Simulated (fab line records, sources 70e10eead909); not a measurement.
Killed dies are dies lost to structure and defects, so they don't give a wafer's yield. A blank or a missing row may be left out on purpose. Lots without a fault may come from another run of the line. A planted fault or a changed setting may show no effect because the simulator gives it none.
fab line records | flow nand_harc
record lots=6 wafers=18 last_day=32
route steps=1302 shown P_GATE@162 END@1302
lots that met no fault: from a run of the same line without faults
start_h: hours from the record's first day to the start of the lot's first wafer shown | wait_h: hours since the lot's step before | " the same as in the row above | L1.1+2: a row that stands for several wafers | - no value, or no start given | * or withheld: withheld | < > ~ a bound
route shown NAME@n: a module of which the file shows steps, and the number in the route of the first | usual: mean/standard deviation of fault-free wafers | same: alike in all rows | chamber/n: place in a boat | sites: the reading at each site | _std_site: their standard deviation | _edge_site: outer sites' mean less inner sites' | radius_mm: how far each site lies from the wafer's centre | mask NAME#n: copy n | behind: the tool/chamber that last shaped the wafer | hold: why the lot was held/for how many hours/how that ended | device: the transistor (n, p or np) that didn't switch | end of line: the same wafers' tests at the end of the route | a step without rows: its recipe alone | killed: dies lost to structure and defects at the first sort, not the wafer's yield | map: a wafer's dies, x killed, . not, _ none there
set.NAME: the setting as run; set.NAME@STEP: as run at that earlier step | model.NAME: the simulator's own value behind a step, which no gauge read
lots at some steps of the route; a table a step, a row a wafer
services: from which hour (start_h, from the record's first day; less than 0 if before it) a tool's chamber was out of use, for how many hours, and why
## steps
# step NHARC_P_GATE_DEHYDRATE_38
# recipe temp_c=150 time_s=120
# step NHARC_P_GATE_HMDS_39
# recipe time_s=30
# step NHARC_P_GATE_COAT_40
# recipe spin_rpm=3000
# step NHARC_P_GATE_SOFTBAKE_41
# recipe temp_c=122 time_s=95
# step NHARC_P_GATE_EBR_42
# step NHARC_P_GATE_EXPOSE_43
# recipe na=0.6 target_cd_nm=720 dose_mj=14.81 mask_id=P_NSD
# step NHARC_P_GATE_PEB_44
# recipe peb_temp_c=118 peb_time_s=85
# step NHARC_P_GATE_DEVELOP_45
# recipe time_s=70
# step NHARC_P_GATE_CD_MEAS_46
# recipe target_cd_nm=720 landing_energy_ev=500
# usual cd_nm=720.7/1.7
# columns lot.wafer tool chamber start_h wait_h cd_nm
L938.1 cd_sem-02 0 124.38 - 721.1
L938.2 " 0 " " 721.0
L938.6 " 0 " " 720.8
L942.1 cd_sem-01 0 169.09 - 723.8
L942.2 " 0 " " 725.3
L942.4 " 0 " " 722.1
L945.1 cd_sem-01 0 197.48 - 723.1
L945.3 " 0 " " 719.4
L945.5 " 0 " " 721.3
L947.1 cd_sem-01 0 216.27 - 721.3
L947.2 " 0 " " 721.9
L947.3 " 0 " " 719.5
L956.3 cd_sem-01 0 310.04 - 721.4
L956.4 " 0 " " 722.3
L956.6 " 0 " " 722.2
L957.1 cd_sem-03 0 317.54 - 718.5
L957.4 " 0 " " 719.3
L957.6 " 0 " " 718.8
# step NHARC_P_GATE_HARDBAKE_47
# recipe temp_c=125 time_s=80
# step NHARC_P_GATE_DESCUM_48
# recipe time_s=3 o2_flow_sccm=200 ar_flow_sccm=0 bias_power_w=0 chemistry=O2
# step NHARC_P_GATE_IMPLANT_49
# recipe energy_kev=30 dose_cm2=3e+15 tilt_deg=7
# step NHARC_P_GATE_STRIP_111
# recipe power_w=1500 temp_c=110 time_s=250 chemistry=N2/H2
# usual drypump_motor_current_A=5.8/0.34 heater_power_w=96/9.9
# same time_s=250
# columns lot.wafer tool chamber start_h wait_h drypump_motor_current_A heater_power_w rf_hours_counter_h
L938.2 plasma_asher-01 0 124.91 0.2 6.1 92 27
L938.1 " 1 " " 5.9 107 27
L938.6 " 0 " " 6.2 88 -
L942.2 plasma_asher-02 1 169.62 0.2 5.3 88 17
L942.1 " 0 " " 5.5 90 17
L942.4 " 1 " " 5.3 86 -
L945.1 plasma_asher-01 1 198.01 0.2 5.9 110 4
L945.3 " 0 " " 6.2 94 -
L945.5 " 1 " " 5.9 112 -
L947.2 plasma_asher-01 1 216.79 0.2 5.9 112 8
L947.1 " 0 " " 6.2 92 8
L947.3 " 1 " " 5.9 110 -
L956.3 plasma_asher-02 0 310.67 0.2 5.5 89 -
L956.4 " 1 " " 5.3 86 -
L956.6 " 0 " " 5.5 91 -
L957.1 plasma_asher-01 0 318.07 0.2 6.2 93 29
L957.4 " 1 " " 5.9 113 -
L957.6 " 0 " " 6.2 92 -
# step NHARC_P_GATE_STRIP_75
# recipe power_w=1500 temp_c=250 chemistry=O2
# usual drypump_motor_current_A=5.8/0.34 heater_power_w=359/37
# columns lot.wafer tool chamber start_h wait_h drypump_motor_current_A heater_power_w rf_hours_counter_h
L938.2 plasma_asher-01 0 125.22 0.3 6.1 345 28
L938.1 " 1 " " 5.9 407 28
L938.6 " 0 " " 6.2 348 -
L942.2 plasma_asher-02 1 169.92 0.2 5.3 323 17
L942.1 " 0 " " 5.5 339 17
L942.4 " 1 " " 5.3 328 -
L945.1 plasma_asher-01 1 198.31 0.3 5.9 416 4
L945.3 " 0 " " 6.2 356 -
L945.5 " 1 " " 5.9 433 -
L947.2 plasma_asher-01 1 217.10 0.3 5.9 419 8
L947.1 " 0 " " 6.2 345 8
L947.3 " 1 " " 5.9 410 -
L956.3 plasma_asher-02 0 310.89 0.2 5.5 328 -
L956.4 " 1 " " 5.3 313 -
L956.6 " 0 " " 5.5 340 -
L957.1 plasma_asher-01 0 318.37 0.3 6.2 337 29
L957.4 " 1 " " 5.9 413 -
L957.6 " 0 " " 6.2 351 -
# step NHARC_P_GATE_STRIP_50
# recipe time_s=900 temp_c=130 chemistry=SPM
# step NHARC_P_GATE_DEHYDRATE_51
# recipe temp_c=150 time_s=120
# step NHARC_P_GATE_HMDS_52
# recipe time_s=30
# step NHARC_P_GATE_COAT_53
# recipe spin_rpm=3000
# step NHARC_P_GATE_SOFTBAKE_54
# recipe temp_c=122 time_s=95
# step NHARC_P_GATE_EBR_55
# step NHARC_P_GATE_EXPOSE_56
# recipe na=0.6 target_cd_nm=720 dose_mj=14.81 mask_id=P_PSD
# step NHARC_P_GATE_PEB_57
# recipe peb_temp_c=118 peb_time_s=85
# step NHARC_P_GATE_DEVELOP_58
# recipe time_s=70
# step NHARC_P_GATE_CD_MEAS_59
# recipe target_cd_nm=720 landing_energy_ev=500
# usual cd_nm=719.1/1.6
# columns lot.wafer tool chamber start_h wait_h cd_nm
L938.1 cd_sem-02 0 126.01 - 720.5
L938.2 " 0 " " 720.9
L938.6 " 0 " " 718.3
L942.1 cd_sem-01 0 170.84 - 721.0
L942.2 " 0 " " 715.0
L942.4 " 0 " " 718.9
L945.1 cd_sem-01 0 199.23 - 717.5
L945.3 " 0 " " 717.2
L945.5 " 0 " " 716.6
L947.1 cd_sem-01 0 218.02 - 719.5
L947.2 " 0 " " 719.2
L947.3 " 0 " " 717.4
L956.3 cd_sem-01 0 311.80 - 719.2
L956.4 " 0 " " 719.0
L956.6 " 0 " " 720.0
L957.1 cd_sem-02 0 319.29 - 722.2
L957.4 " 0 " " 719.8
L957.6 " 0 " " 722.3
# step NHARC_P_GATE_HARDBAKE_60
# recipe temp_c=125 time_s=80
# step NHARC_P_GATE_DESCUM_61
# recipe time_s=3 o2_flow_sccm=200 ar_flow_sccm=0 bias_power_w=0 chemistry=O2
# usual drypump_motor_current_A=5.9/0.52 oes_product_au=1.001/0.0097 rf_vpp_V=57.6/0.84 showerhead_plenum_p_Torr=1.90/0.074 throttle_valve_pct=11.311/0.0082
# same time_s=3
# columns lot.wafer tool chamber start_h wait_h drypump_motor_current_A oes_product_au rf_hours_counter_h rf_vpp_V showerhead_plenum_p_Torr throttle_valve_pct
L938.2 rie_diel-09 2 126.20 - 5.8 0.989 6 58.1 2.03 11.323
L938.1 " 3 " " 6.0 0.989 5 55.4 1.85 11.312
L938.6 " 0 " " 6.6 1.000 - 58.0 1.81 11.310
L942.2 rie_diel-09 2 171.00 - 5.8 1.001 1 58.3 2.03 11.293
L942.1 " 3 " " 6.1 1.002 1 57.8 1.85 11.310
L942.4 " 1 " " 4.9 1.005 1 56.5 2.00 11.302
L945.3 rie_diel-09 0 199.42 - 6.6 1.011 2 56.1 1.81 11.311
L945.1 " 1 " " 4.9 0.998 2 57.9 2.00 11.321
L945.5 " 2 " " 5.8 0.998 - 58.0 2.03 11.310
L947.2 rie_diel-09 2 218.18 - 5.8 0.989 3 58.2 2.03 11.307
L947.3 " 3 " " 6.0 0.982 3 57.8 1.85 11.306
L947.1 " 0 " " 6.6 0.991 3 57.1 1.81 11.322
L956.4 rie_diel-01 2 311.97 - 5.9 0.998 3 58.5 1.94 11.317
L956.3 " 3 " " 6.5 0.989 3 57.2 1.88 11.311
L956.6 " 1 " " 5.4 0.999 - 58.4 1.79 11.301
L957.4 rie_diel-01 0 319.45 - 6.7 0.995 5 56.9 1.91 11.312
L957.1 " 3 " " 6.4 0.986 4 56.4 1.88 11.304
L957.6 " 0 " " 6.6 0.984 - 56.6 1.91 11.304
# step NHARC_P_GATE_IMPLANT_62
# recipe energy_kev=20 dose_cm2=3e+15 tilt_deg=7
# step NHARC_P_GATE_STRIP_112
# recipe power_w=1500 temp_c=110 time_s=200 chemistry=N2/H2
# usual drypump_motor_current_A=5.7/0.34 heater_power_w=94/9.3
# same time_s=200
# columns lot.wafer tool chamber start_h wait_h drypump_motor_current_A heater_power_w rf_hours_counter_h
L938.1 plasma_asher-02 0 126.55 0.2 5.5 93 9
L938.2 " 1 " " 5.3 88 9
L938.6 " 1 " " 5.3 86 -
L942.1 plasma_asher-02 0 171.39 0.2 5.5 93 18
L942.2 " 1 " " 5.3 86 18
L942.4 " 1 " " 5.3 88 -
L945.1 plasma_asher-02 0 199.76 0.2 5.5 91 24
L945.3 " 1 " " 5.3 87 -
L945.5 " 0 " " 5.5 93 -
L947.1 plasma_asher-01 0 218.55 0.2 6.2 91 9
L947.2 " 1 " " 5.9 113 9
L947.3 " 1 " " 5.9 111 -
L956.3 plasma_asher-02 0 312.41 0.2 5.5 92 -
L956.4 " 1 " " 5.3 87 -
L956.6 " 0 " " 5.5 89 -
L957.1 plasma_asher-02 1 319.82 0.2 5.3 86 12
L957.4 " 1 " " 5.3 85 -
L957.6 " 1 " " 5.3 84 -
# step NHARC_P_GATE_STRIP_76
# recipe power_w=1500 temp_c=250 chemistry=O2
# usual drypump_motor_current_A=5.7/0.34 heater_power_w=351/35
# columns lot.wafer tool chamber start_h wait_h drypump_motor_current_A heater_power_w rf_hours_counter_h
L938.1 plasma_asher-02 0 126.81 0.2 5.5 353 9
L938.2 " 1 " " 5.3 320 9
L938.6 " 1 " " 5.3 320 -
L942.1 plasma_asher-02 0 171.65 0.2 5.5 335 18
L942.2 " 1 " " 5.3 319 18
L942.4 " 1 " " 5.3 321 -
L945.1 plasma_asher-02 0 200.03 0.2 5.5 342 25
L945.3 " 1 " " 5.3 331 -
L945.5 " 0 " " 5.5 355 -
L947.1 plasma_asher-01 0 218.81 0.2 6.2 358 9
L947.2 " 1 " " 5.9 428 9
L947.3 " 1 " " 5.9 415 -
L956.3 plasma_asher-02 0 312.61 0.2 5.5 352 -
L956.4 " 1 " " 5.3 321 -
L956.6 " 0 " " 5.5 337 -
L957.1 plasma_asher-02 1 320.09 0.2 5.3 308 12
L957.4 " 1 " " 5.3 317 -
L957.6 " 1 " " 5.3 312 -
# step NHARC_P_GATE_STRIP_63
# recipe time_s=900 temp_c=130 chemistry=SPM
# step NHARC_P_GATE_DEHYDRATE_83
# recipe temp_c=150 time_s=120
# step NHARC_P_GATE_HMDS_84
# recipe time_s=30
# step NHARC_P_GATE_COAT_85
# recipe spin_rpm=3000
# step NHARC_P_GATE_SOFTBAKE_86
# recipe temp_c=122 time_s=95
# step NHARC_P_GATE_EBR_87
# step NHARC_P_GATE_EXPOSE_88
# recipe na=0.6 target_cd_nm=2000 dose_mj=11.87 mask_id=P_HVN
# step NHARC_P_GATE_PEB_89
# recipe peb_temp_c=118 peb_time_s=85
# step NHARC_P_GATE_DEVELOP_90
# recipe time_s=70
# step NHARC_P_GATE_CD_MEAS_91
# recipe target_cd_nm=2000 landing_energy_ev=500
# usual cd_nm=2000.6/1.9
# columns lot.wafer tool chamber start_h wait_h cd_nm
L938.1 cd_sem-01 0 127.74 - 2002.6
L938.2 " 0 " " 2000.4
L938.6 " 0 " " 2001.1
L942.1 cd_sem-02 0 172.57 - 1998.9
L942.2 " 0 " " 1998.8
L942.4 " 0 " " 1998.3
L945.1 cd_sem-01 0 200.82 - 1999.9
L945.3 " 0 " " 2001.4
L945.5 " 0 " " 1999.3
L947.1 cd_sem-02 0 219.60 - 2000.0
L947.2 " 0 " " 2001.6
L947.3 " 0 " " 2002.2
L956.3 cd_sem-03 0 313.56 - 2003.8
L956.4 " 0 " " 2001.4
L956.6 " 0 " " 2004.2
L957.1 cd_sem-03 0 320.89 - 2001.8
L957.4 " 0 " " 2001.7
L957.6 " 0 " " 2000.0
# step NHARC_P_GATE_HARDBAKE_92
# recipe temp_c=125 time_s=80
# step NHARC_P_GATE_DESCUM_93
# recipe time_s=3 o2_flow_sccm=200 ar_flow_sccm=0 bias_power_w=0 chemistry=O2
# usual drypump_motor_current_A=5.9/0.52 oes_product_au=1.003/0.01 rf_vpp_V=57.7/0.92 showerhead_plenum_p_Torr=1.90/0.068 throttle_valve_pct=11.312/0.0084
# same time_s=3
# columns lot.wafer tool chamber start_h wait_h drypump_motor_current_A oes_product_au rf_hours_counter_h rf_vpp_V showerhead_plenum_p_Torr throttle_valve_pct
L938.2 rie_diel-01 0 127.90 - 6.6 0.985 9 58.2 1.91 11.320
L938.1 " 3 " " 6.4 1.003 7 58.4 1.88 11.301
L938.6 " 0 " " 6.7 0.987 - 58.2 1.91 11.318
L942.2 rie_diel-09 0 172.72 - 6.6 1.019 1 57.8 1.81 11.313
L942.4 " 2 " " 5.8 0.991 1 57.8 2.03 11.316
L942.1 " 3 " " 6.1 0.997 1 57.4 1.85 11.302
L945.1 rie_diel-03 2 201.00 - 5.1 1.012 4 58.0 1.79 11.303
L945.3 " 3 " " 5.8 0.999 5 56.7 1.93 11.324
L945.5 " 2 " " 5.1 1.010 - 58.6 1.79 11.316
L947.1 rie_diel-01 3 219.77 - 6.4 0.994 0 57.5 1.88 11.319
L947.2 " 0 " " 6.7 1.005 0 59.2 1.91 11.306
L947.3 " 1 " " 5.4 1.004 0 57.2 1.79 11.316
L956.4 rie_diel-09 1 313.71 - 4.9 1.008 11 57.8 2.00 11.307
L956.3 " 0 " " 6.6 1.004 11 57.2 1.80 11.316
L956.6 " 2 " " 5.8 1.001 - 57.9 2.03 11.309
L957.4 rie_diel-03 3 321.07 - 5.8 1.011 1 59.4 1.93 11.297
L957.1 " 0 " " 6.0 0.997 1 54.3 1.87 11.319
L957.6 " 2 " " 5.1 1.015 - 56.4 1.79 11.314
# step NHARC_P_GATE_IMPLANT_94
# recipe energy_kev=60 dose_cm2=2e+15 tilt_deg=7
# step NHARC_P_GATE_INSPECT_68
# usual raw_defect_count=214/84
# columns lot.wafer tool chamber start_h wait_h raw_defect_count
L938.1 defect_inspect-02 - 130.80 0.2 216
L938.2 " - " " 190
L938.6 " - " " 254
L942.1 defect_inspect-02 - 176.65 0.2 294
L942.2 " - " " 212
L942.4 " - " " 172
L945.1 defect_inspect-02 - 203.91 0.2 681
L945.3 " - " " 713
L945.5 " - " " 798
L947.1 defect_inspect-01 - 222.70 0.2 718
L947.2 " - " " 706
L947.3 " - " " 736
L956.3 defect_inspect-02 - 316.72 0.1 172
L956.4 " - " " 214
L956.6 " - " " 217
L957.1 defect_inspect-01 - 323.97 0.2 190
L957.4 " - " " 173
L957.6 " - " " 161
# step NHARC_END_SORT_01
# recipe temp_c=25
# usual killed_at_array=57/19 killed_at_other=0.9/1.1 killed_at_periphery=4.0/2.6 killed_dies=62/19 killed_open=3.3/1.8 killed_short=2.4/1.7
# same gross_dies=677
# columns lot.wafer tool chamber start_h wait_h killed_at_array killed_at_other killed_at_periphery killed_dies killed_open killed_short
L942.1 prober-01 0 618.14 2.5 61 1 1 63 1 1
L942.2 prober-01 0 618.96 2.8 40 2 1 43 0 0
L942.4 prober-01 0 620.59 3.4 48 1 2 51 2 2
L945.1 prober-02 0 635.22 2.5 76 1 85 162 4 3
L945.3 prober-02 0 636.83 3.1 70 0 82 152 4 3
L945.5 prober-02 0 638.44 3.7 62 0 83 145 3 5
L947.1 prober-01 0 658.82 2.5 22 0 84 106 2 0
L947.2 prober-01 0 659.63 2.8 38 1 90 129 1 3
L947.3 prober-01 0 660.43 3.1 38 1 86 125 6 1
L956.3 prober-01 0 762.81 3.1 67 1 8 76 1 3
L956.4 prober-01 0 763.60 3.4 71 1 5 77 4 4
L956.6 prober-01 0 765.20 4.0 75 0 10 85 2 3
# killed by level:class
L942.1 A_CHANNEL_HOLE_D1:chamber_film_flake=36 A_CHANNEL_HOLE_D2:chamber_film_flake=15 A_CONTACT:chamber_film_flake=5 A_BONDPAD:chamber_film_flake=4 P_CONTACT:geometric_particle:open=1 A_CHANNEL_FILL_D1:geometric_particle:short=1 THIN_TSV:chamber_film_flake=1
L942.2 A_CHANNEL_HOLE_D1:chamber_film_flake=26 A_CHANNEL_HOLE_D2:chamber_film_flake=8 A_CONTACT:chamber_film_flake=3 A_BONDPAD:chamber_film_flake=3 THIN_TSV:chamber_film_flake=2 P_GATE:chamber_film_flake=1
L942.4 A_CHANNEL_HOLE_D1:chamber_film_flake=33 A_CHANNEL_HOLE_D2:chamber_film_flake=6 A_BONDPAD:chamber_film_flake=4 P_M0:geometric_particle:open=1 A_CHANNEL_FILL_D2:geometric_particle:short=1 A_WL_FILL:geometric_particle:short=1 A_M0:geometric_particle:open=1 P_GATE:chamber_film_flake=1
L945.1 P_GATE:unspecified=81 A_CHANNEL_HOLE_D1:chamber_film_flake=30 A_SLIT:chamber_film_flake=28 A_CHANNEL_HOLE_D2:chamber_film_flake=7 A_CONTACT:chamber_film_flake=3 A_WL_FILL:geometric_particle:short=2 P_M2:chamber_film_flake=2 P_M0:geometric_particle:open=1
L945.3 P_GATE:unspecified=76 A_CHANNEL_HOLE_D1:chamber_film_flake=29 A_SLIT:chamber_film_flake=17 A_CHANNEL_HOLE_D2:chamber_film_flake=12 P_ZERO_WELL:chamber_film_flake=3 A_CONTACT:chamber_film_flake=3 A_ZERO_WELL:chamber_film_flake=2 P_GATE:geometric_particle:open=1
L945.5 P_GATE:unspecified=82 A_CHANNEL_HOLE_D1:chamber_film_flake=32 A_SLIT:chamber_film_flake=10 A_ZERO_WELL:chamber_film_flake=4 A_CONTACT:chamber_film_flake=3 A_WL_FILL:geometric_particle:short=2 A_CHANNEL_FILL_D1:chamber_film_flake=2 A_CHANNEL_HOLE_D2:chamber_film_flake=2
L947.1 P_GATE:unspecified=80 A_STAIRCASE:chamber_film_flake=9 A_CHANNEL_HOLE_D2:chamber_film_flake=5 A_CHANNEL_HOLE_D1:chamber_film_flake=3 P_GATE:chamber_film_flake=2 A_CHANNEL_FILL_D1:chamber_film_flake=2 P_M0:geometric_particle:open=1 A_CHANNEL_HOLE_D2:geometric_particle:open=1
L947.2 P_GATE:unspecified=85 A_CHANNEL_HOLE_D2:chamber_film_flake=22 A_CHANNEL_HOLE_D1:chamber_film_flake=4 A_CONTACT:chamber_film_flake=4 P_GATE:chamber_film_flake=3 A_STAIRCASE:chamber_film_flake=3 P_M0:geometric_particle:short=1 A_CHANNEL_FILL_D1:geometric_particle:short=1
L947.3 P_GATE:unspecified=85 A_CHANNEL_HOLE_D2:chamber_film_flake=9 A_STAIRCASE:chamber_film_flake=9 A_CHANNEL_HOLE_D1:chamber_film_flake=5 A_CHANNEL_FILL_D1:geometric_particle:open=3 A_SLIT:chamber_film_flake=3 A_WL_FILL:geometric_particle:open=2 A_ZERO_WELL:chamber_film_flake=2
L956.3 A_SLIT:chamber_film_flake=27 A_CHANNEL_HOLE_D2:chamber_film_flake=23 A_CHANNEL_HOLE_D1:chamber_film_flake=9 P_CONTACT:chamber_film_flake=5 A_STAIRCASE:chamber_film_flake=2 P_CONTACT:geometric_particle:short=1 A_ONON_D1:geometric_particle:open=1 A_CHANNEL_FILL_D1:geometric_particle:short=1
L956.4 A_CHANNEL_HOLE_D2:chamber_film_flake=27 A_SLIT:chamber_film_flake=14 A_STAIRCASE:chamber_film_flake=13 A_CHANNEL_HOLE_D1:chamber_film_flake=4 A_WL_FILL:chamber_film_flake=4 P_GATE:chamber_film_flake=2 P_CONTACT:chamber_film_flake=2 P_CONTACT:geometric_particle:short=1
L956.6 A_SLIT:chamber_film_flake=33 A_CHANNEL_HOLE_D2:chamber_film_flake=19 A_STAIRCASE:chamber_film_flake=9 A_CHANNEL_HOLE_D1:chamber_film_flake=6 P_CONTACT:chamber_film_flake=4 A_CONTACT:chamber_film_flake=3 P_GATE:chamber_film_flake=2 A_WL_FILL:chamber_film_flake=2
# map L945.1 (x killed, . not)
____________x____________
_________.xxxx.._________
_______....xx....._______
______....xxxxx..x.______
_____x..xxxxxxxx...._____
____....xxxxxxxx.....____
____...xxxxxxxxx.....____
___....xxxxxxxxx......___
___.....xxxxxxx.x.x...___
__.....xxxxxxxxx.......__
__......xxxxxxx........__
_..x.x.xxxxxxxx........._
_..x.xxxxxxxxx.........._
_..xxxxxx.xxxx.........._
_..xxxxx..xx.....x......_
_..x.xxx.x.............._
.x.xxxxxx................
.xxxxxxxx................
....xxxxx........x.......
.x..x..xxx...........x...
.....xxx..............x..
_..x.x......x........x.x_
_..xxxx................._
_............x.........._
_x...x..........x......._
_......................._
__.....................__
__.....................__
___...................___
___...................___
____.....x...........____
____.................____
_____..............._____
______.............______
_______..........._______
_________...x..._________
____________.____________
# map L947.2 (x killed, . not)
____________.____________
_________x..xx.x_________
_______..xxxx....._______
______...xxxxxx....______
_____....xxxxx.x...._____
____...x.xxxxx.......____
____....xxxxxxx......____
___.....xxxxxxx..x....___
___....xxxxxxxx.......___
__.....xxxxxxxxxx......__
__....xxxxxxxxx..x.....__
_x...x.xxxxxxxx.x......._
_...x.xx.xxxxxx........._
_...xx.x..xx.x.........._
_..xx.x....xx.......x..._
_..xxx.................._
..x.x.x.xx...............
...xxx...................
....x..............x.....
....xx...................
...................xx.x..
_.x....................._
_......................._
_......................._
_.xx...................._
_......................._
__x....................__
__.....................__
___.................x.___
___.....x..x..........___
____.................____
____.x........x......____
_____..............._____
______.............______
_______.x........._______
_________......._________
____________.____________
## services
# columns tool chamber start_h hours kind
rie_diel-03 - 104.88 9.0 pm
rie_diel-03 0 117.02 2.6 repair
rie_diel-09 0 122.10 - clean
rie_diel-09 1 122.10 - clean
plasma_asher-02 - 142.46 1.9 repair
rie_diel-09 - 143.10 9.0 pm
rie_diel-03 2 151.58 10.5 repair
plasma_asher-01 - 165.24 9.0 pm
plasma_asher-01 0 165.24 9.0 vent_cycle
plasma_asher-01 1 165.24 9.0 vent_cycle
plasma_asher-01 0 174.24 - clean
plasma_asher-01 1 174.24 - clean
rie_diel-01 - 203.84 9.0 pm
plasma_asher-02 - 245.17 5.9 repair
plasma_asher-02 - 251.10 9.0 pm
plasma_asher-02 0 251.10 9.0 vent_cycle
plasma_asher-02 1 251.10 9.0 vent_cycle
plasma_asher-02 0 260.10 - clean
plasma_asher-02 1 260.10 - clean
rie_diel-03 - 281.88 9.0 pm
rie_diel-01 1 283.32 3.1 repair
rie_diel-01 3 291.85 2.0 repair
rie_diel-03 0 302.14 7.4 repair
rie_diel-09 - 320.10 9.0 pm
## key
first_sign step=NHARC_P_GATE_INSPECT_68 reading=raw_defect_count direction=up sigmas=6.1 usual=214 struck=725
effect step=NHARC_END_SORT_01 reading=killed_at_periphery direction=up sigmas=32 usual=4.0 struck=85
more_kills_born_at NHARC_P_GATE_STRIP_111@plasma_asher-01=489
met_at NHARC_P_GATE_STRIP_111
struck_wafers L945.1,L945.3,L945.5,L947.1,L947.2,L947.3
tester_left_out L945,L947
onset_between 124.91 198.01
also_fits NHARC_P_GATE_DESCUM_61:rie_diel-09
fault kind=chamber_particle_source tool=plasma_asher-01 chamber=- onset_h=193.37 steps=NHARC_P_GATE_STRIP_111 rate_per_visit_cm2=0.79434 end_h=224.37
# tester_left_out: of these lots the tester's yield and bins aren't shown, on N5 and GAA mostly nor the transistor test; their killed dies are dies lost to structure and defects alone, not to doping, threshold or leakage, so they don't give the yield
